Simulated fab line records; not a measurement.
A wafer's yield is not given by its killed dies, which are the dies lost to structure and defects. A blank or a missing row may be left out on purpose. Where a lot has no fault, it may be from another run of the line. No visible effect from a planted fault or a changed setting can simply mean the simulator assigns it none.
Matching of chambers :: flow n5_finfet :: N5_BEOL_M4_CO_CAP_55 on cvd_co-01 has 3 sister chambers
The step material Co, precursor CCTBA/H2, target thk 2 nm, time 102.1 s. 3 wafers are shown with their chamber, then 7 later ones without.

## WAFERS WITH THEIR CHAMBER
wafer: L678.4
chamber: 1
heater_power_w (W): 229

wafer: L679.6
chamber: 2
heater_power_w (W): 289

wafer: L681.5
chamber: 0
heater_power_w (W): 230

## WAFERS MISSING THEIR CHAMBER
wafer: L681.6
heater_power_w (W): 230

wafer: L684.1
heater_power_w (W): 230

wafer: L684.2
heater_power_w (W): 295

wafer: L684.6
heater_power_w (W): 230

wafer: L685.2
heater_power_w (W): 228

wafer: L685.3
heater_power_w (W): 232

wafer: L685.6
heater_power_w (W): 226

## CHAMBER TAKEN BY EACH
wafer: L681.6
from the rows above: can't be placed: 0 or 1
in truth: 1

wafer: L684.1
from the rows above: can't be placed: 0 or 1
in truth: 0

wafer: L684.2
from the rows above: 2
in truth: 2

wafer: L684.6
from the rows above: can't be placed: 0 or 1
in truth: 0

wafer: L685.2
from the rows above: can't be placed: 1 or 0
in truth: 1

wafer: L685.3
from the rows above: can't be placed: 0 or 1
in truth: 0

wafer: L685.6
from the rows above: can't be placed: 1 or 0
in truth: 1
1 of 7 placed correctly. From these rows, 6 cannot be placed; in 6 the true chamber is one of the candidates. Number placed wrongly: 0.
How it was worked out, from the rows above alone: a wafer's distance from a chamber is the root of the sum, over the readings, of the square of ((its reading less the chamber's mean) divided by the reading's scatter). If the next closest chamber is less than 2 further off than the closest, the wafer can't be placed; otherwise it belongs to the closest. Each chamber's mean is taken over the wafers shown for it. The scatter: root of mean squared gap, hidden wafer to nearest shown wafer, with one shown wafer a chamber.
